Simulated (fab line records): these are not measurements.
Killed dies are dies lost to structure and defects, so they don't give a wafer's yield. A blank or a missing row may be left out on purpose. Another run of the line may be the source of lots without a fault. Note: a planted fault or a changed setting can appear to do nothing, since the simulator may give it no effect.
Code-filled problem report in 8D (eight disciplines) form || flow n5_finfet || the parts of the form that need people (team, actions taken, sign-off) are left out

1. THE ISSUE
Wafers without a fault read 38, standard deviation 12; killed_at_front_end at N5_PASSIVATION_PROBE_49 reads a mean of 136 on 6 wafers belonging to 2 lots. That is +8.2 standard deviations from the usual mean.
Seen first at day 18 11:00 on prober-01, wafer L557.1. The record holds 36 wafers of 13 lots with a number at this step. Rule for "out" (also "out of limits"): further than 4 standard deviations from the usual mean. The rest of the wafers with a number are treated as sound.

2. WHAT IT IS, WHAT IT ISN'T
{"question": "which readings at this step", "is": "killed_at_front_end", "is not": "killed_at_M0_to_M3, killed_at_M4_up, killed_at_contacts, killed_at_other, killed_open"}
{"question": "which lots", "is": "L557, L559", "is not": "L537, L538, L539, L541, L542, L544, L545, L546, L547, L550, L551"}
{"question": "which wafers of those lots", "is": "all that have a number", "is not": "-"}
{"question": "read on which tools", "is": "prober-01, prober-02", "is not": "-"}
{"question": "when", "is": "from day 18 11:00", "is not": "up to then (30 sound wafers)"}

3. SUSPECTS, AND WHAT RULES EACH OUT
Counting: any tool at a process step up to the reading is kept as a suspect provided that every lot that is out went through it and no sound lot did after the first of them.
- ald_metal-04 at N5_HKMG_FIN_ALD_71 (deposits TiN, target thk 1 nm, pulse time 1 s, purge time 3 s): kept. All lots that are out passed through it, beginning with L557 at day 9 14:36, and no sound lot followed; its final sound lot before that point was L546 at day 6 23:22.
After counting, what remains is ald_metal-04 at N5_HKMG_FIN_ALD_71.

4. THE CAUSE (what the simulator had put in)
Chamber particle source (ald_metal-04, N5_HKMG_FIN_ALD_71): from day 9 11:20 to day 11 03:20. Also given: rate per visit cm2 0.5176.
This tool alone remained once counting was done.

5. THE EFFECT CHAIN, in route order
One row per reading whose mean, taken over the struck wafers that have a number, lies over 3 standard deviations from the usual. Readings are gone through only where the record gives a usual standard deviation; hours: the median, over the lots, of the time from a lot's start at the first step in this table giving one to that lot's start at this step; sigmas: the change measured in usual standard deviations.
{"hours": 0, "step": "N5_PASSIVATION_PROBE_49", "reading": "killed_at_front_end", "usual": 38, "on struck wafers": 136, "change": "+98", "sigmas": "+8.2"}
{"hours": 0, "step": "N5_PASSIVATION_PROBE_49", "reading": "killed_dies", "usual": 103, "on struck wafers": 189, "change": "+86", "sigmas": "+5.1"}
Process steps it contains:
- N5_PASSIVATION_PROBE_49

6. WHAT WOULD HAVE CAUGHT IT SOONER
First out-of-limits reading in this record: day 18 11:00, which is 216 hours after fault onset at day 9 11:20.
Tool readings at N5_HKMG_FIN_ALD_71 with a usual standard deviation given in the record: none out on any struck wafer, hence no alarm at a limit of 4 standard deviations on them.
Each of the lots that are out, 2 in all, had begun N5_HKMG_FIN_ALD_71 on ald_metal-04 no later than day 18 11:00. A hold on the tool at that time would have spared none of them.
